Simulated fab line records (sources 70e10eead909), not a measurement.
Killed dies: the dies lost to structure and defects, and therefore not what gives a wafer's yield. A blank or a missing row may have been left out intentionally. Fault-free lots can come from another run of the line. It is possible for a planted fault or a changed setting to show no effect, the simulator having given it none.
Code-filled problem report in 8D (eight disciplines) form -- flow nandHarc -- the parts of the form that need people (team, actions taken, sign-off) are left out

== 1. THE ISSUE ==
At NHARC_P_M2_INSPECT_11, rawDefectCount averages 379.2 over 6 wafers from 2 lots, while fault-free wafers read 4.3, standard deviation 2.5. That is +99 or more standard deviations from the usual mean.
Seen first at day 7 22:40 on defectInspect-02, wafer L296.1. At this step, 36 wafers from 12 lots have a number in the record. Rule for "out", or "out of limits": more than 4 standard deviations from the usual mean. All remaining wafers that have a number are taken as sound.

== 2. WHAT THIS IS AND IS NOT ==
question,is,is not
which readings at this step,rawDefectCount,-
which lots,"L296, L297","L290, L292, L293, L294, L304, L305, L306, L307, L309, L311"
which wafers of those lots,all that have a number,-
read on which gauges,defectInspect-02,defectInspect-01
when,from day 7 22:40,"up to then (12 sound wafers); but 18 sound wafers of L304, L305, L306, L307, L309, L311 came after"

== 3. THE SUSPECTS, EACH WITH WHAT RULES IT OUT ==
Counting: a tool at any process step up to the reading remains a suspect when it ran all the lots that are out and ran no sound lot after the first of those.
- the gauge at NHARC_P_M2_INSPECT_11: ruled out. All the wafers that are out were read on defectInspect-02, but those of them that NHARC_END_SORT_01 has rows for are out there too, on other tools.
- pvdSputter-02 at NHARC_P_M1_DEGAS_29 (time 60 s): ruled out as a lasting fault. The sound lots L309 went through it after L296, its earliest lot that is out (day 7 19:37).
- rtpAnneal-01 at NHARC_P_M1_ANNEAL_31 (time 90 s): ruled out as a lasting fault. The sound lots L304, L307, L309, L311 went through it after L296, its earliest lot that is out (day 7 20:21).
- pecvd-04 at NHARC_P_M2_DEP_00 (deposits SiOC, target thk 182.5 nm): kept. It ran every lot that is out, first L296 (day 7 21:42), and no sound lot after that; its last sound lot up to then is L292 (day 6 14:02).
Remaining after the count: pecvd-04 at NHARC_P_M2_DEP_00.

== 4. THE CAUSE (what the simulator had put in) ==
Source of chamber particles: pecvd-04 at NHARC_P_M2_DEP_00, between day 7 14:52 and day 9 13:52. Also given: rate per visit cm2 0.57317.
Only this tool survived the counting.

== 5. SEQUENCE OF EFFECTS, ordered by route ==
Each row: a reading where the mean over the struck wafers with a number is more than 3 standard deviations away from the usual. Only readings for which the record gives a usual standard deviation are gone through. hours: the time from each lot's start at the first step in this table that gives one to its start at this step, as a median over the lots. sigmas: the change in usual standard deviations.
hours,step,reading,usual,on struck wafers,change,sigmas
0,NHARC_P_M2_INSPECT_11,rawDefectCount,4.3,379.2,+374.9,+99 or more
327,NHARC_END_SORT_01,defectLimitedYield,95.5 %,84.2,-11.3,-8.1
327,NHARC_END_SORT_01,killedAtPeriphery,3.5,81.8,+78.3,+33
327,NHARC_END_SORT_01,killedDies,31,107,+76,+7.9
327,NHARC_END_SORT_01,sort_bin_2_pct,1.4 %,6.9,+5.5,+9.2
327,NHARC_END_SORT_01,sort_bin_3_pct,0.26 %,2.90,+2.64,+12
327,NHARC_END_SORT_01,sort_bin_4_pct,2.8 %,6.0,+3.2,+3.6
327,NHARC_END_SORT_01,sortNPass,646,570,-76,-7.9
327,NHARC_END_SORT_01,sortYieldPct,95.5 %,84.2,-11.3,-8.1

== 6. WHAT WOULD HAVE CAUGHT IT SOONER ==
The first out-of-limits reading at a measuring or inspecting step in this record came at day 7 22:40, 8 hours after the fault's start at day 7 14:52.
L297, from the lots that are out (2), started NHARC_P_M2_DEP_00 on pecvd-04 later than day 7 22:40. Had the tool been put on hold then, it would have been spared.
